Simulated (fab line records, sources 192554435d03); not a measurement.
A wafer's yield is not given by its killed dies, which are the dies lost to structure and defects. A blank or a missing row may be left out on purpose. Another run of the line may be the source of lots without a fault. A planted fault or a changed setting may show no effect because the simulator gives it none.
Split-lot trial -- flow n5-finfet -- 39 wafers read across 7 lots, on a route 1938 steps long

## SPLIT DETAILS
At N5_BEOL_M0_SAQP_ILD_DEP_01 (deposits SiOC from DEMS/O2, target thk 45.419 nm, time 8.7 s), the setting time-s was moved away from the recipe's 8.7 s on 9 of the 39 wafers read, by -43.3% to +37.2%. The other wafers ran this setting at the recipe's value.

The reading comes from the split's own step.

## THE READING
SiOC_of_BEOL_M0_SAQP_ILD_DEP_01.thk-nm (the simulator's own value, which no gauge read), in nm, at N5_BEOL_M0_SAQP_ILD_DEP_01 (deposits SiOC from DEMS/O2, target thk 45.419 nm, time 8.7 s). The file gives no usual value for it. Average 45.6 nm, standard deviation 0.56 nm, over the 30 wafers here run with the recipe.

wafer,"tool, chamber at the split","time-s as run, s",against the recipe,"SiOC_of_BEOL_M0_SAQP_ILD_DEP_01.thk-nm, nm",against lot-mates on the recipe
L079.1,"pecvd-03, 1",8.7,recipe,44.4,-
L079.2,"pecvd-03, 2",8.7,recipe,45.2,-
L079.3,"pecvd-03, 0",8.7,recipe,45,-
L079.4,"pecvd-03, 0",8.7,recipe,44.8,-
L079.5,"pecvd-03, 1",8.7,recipe,44.6,-
L079.6,"pecvd-03, 2",8.7,recipe,45.6,-
L080.1,"pecvd-01, 1",11.94,+37.2%,62.2,+16.1
L080.2,"pecvd-01, 2,0",8.7,recipe,45.8,-
L080.3,"pecvd-01, 2,0",8.7,recipe,45.8,-
L080.4,"pecvd-01, 2",8.7,recipe,46.6,-
L080.5,"pecvd-01, 0",11.94,+37.2%,63.2,+17.1
L080.6,"pecvd-01, 1",11.94,+37.2%,62.8,+16.7
L081.1,"pecvd-01, 2",8.7,recipe,45.4,-
L081.2,"pecvd-01, 0",8.7,recipe,46,-
L081.3,"pecvd-01, 1",8.7,recipe,45.2,-
L081.4,"pecvd-01, 2,1,0",8.7,recipe,46.2,-
L081.5,"pecvd-01, 2,1,0",8.7,recipe,46.2,-
L081.6,"pecvd-01, 2,1,0",8.7,recipe,46.2,-
L083.1,"pecvd-01, 2",8.7,recipe,46,-
L083.2,"pecvd-01, 1",8.7,recipe,45.6,-
L083.3,"pecvd-01, 0",8.7,recipe,45.8,-
L083.4,"pecvd-01, 0",8.7,recipe,45.8,-
L083.5,"pecvd-01, 2",8.7,recipe,46.6,-
L083.6,"pecvd-01, 1",8.7,recipe,46.4,-
L085.1,"pecvd-04, 2",6.098,-29.9%,31.6,-14.0
L085.2,"pecvd-04, 1,2,1",8.7,recipe,45.6,-
L085.5,"pecvd-04, 1,2,1",8.7,recipe,45.6,-
L085.6,"pecvd-04, 1,2,1",8.7,recipe,45.6,-
L085.3,"pecvd-04, 2",6.098,-29.9%,32,-13.6
L085.4,"pecvd-04, 1",6.098,-29.9%,31.8,-13.8
L089.1,"pecvd-03, 2",8.7,recipe,45,-
L089.2,"pecvd-03, 1",8.7,recipe,44.8,-
L089.3,"pecvd-03, 2",8.7,recipe,45.4,-
L089.4,"pecvd-03, 1",4.932,-43.3%,25.6,-19.5
L089.5,"pecvd-03, 1",4.932,-43.3%,26,-19.1
L089.6,"pecvd-03, 2",4.932,-43.3%,26.4,-18.7
L093.2,"pecvd-04, 1",8.7,recipe,45.2,-
L093.3,"pecvd-04, 1",8.7,recipe,45.8,-
L093.6,"pecvd-04, 0",8.7,recipe,46,-
When a row names more than one chamber, that row covers several wafers, and the file does not tell which wafer ran in which chamber.

THE FIT
A straight line over all 39 wafers: SiOC_of_BEOL_M0_SAQP_ILD_DEP_01.thk-nm changes by +0.457 nm for each +1% of time-s; r = +1.00; the points scatter about the line by 0.53 nm.
The same after taking each lot's own level away (the mean of its wafers on the recipe; 39 wafers): +0.447 nm for each +1%; r = +1.00; scatter 0.38 nm.
That fit puts the effect of the largest move of time-s on the reading at 19 nm.
The span of the lots' own levels, 44.93 to 46.07 nm, comes to 2.0 times the standard deviation stated above.
Consequently the slope shifts little with the lot-to-lot level, the two slopes agreeing.
Check: -19.4 nm against its lot-mates is what the line predicts for one of the wafers moved furthest among these (-43.3%) when that wafer is left out of the fit. Against them it came out at -19.5 nm.

## FURTHER SPLITS ON THESE WAFERS
Other splits were also applied to these wafers ahead of the reading. Each is held against what the fit with the lots' levels taken away leaves over:
other split on the same wafers,wafers away from the commonest value,r with SiOC_of_BEOL_M0_SAQP_ILD_DEP_01.thk-nm (lot level and that fit taken away)
N5_FIN_SAQP_PECVD_06 time-s,18,-0.02
N5_SPACER0_ALD_07 target-thk-a,9,-0.02
N5_SDB_ALD_29 ald-cycles,12,-0.34
N5_GATE_CUT_ETCH_58 time-s,6,-0.02

## THE FILE'S OWN FIT
SiOC_of_BEOL_M0_SAQP_ILD_DEP_01.thk-nm changes by +0.447 nm for each +1% of time-s, r = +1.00.
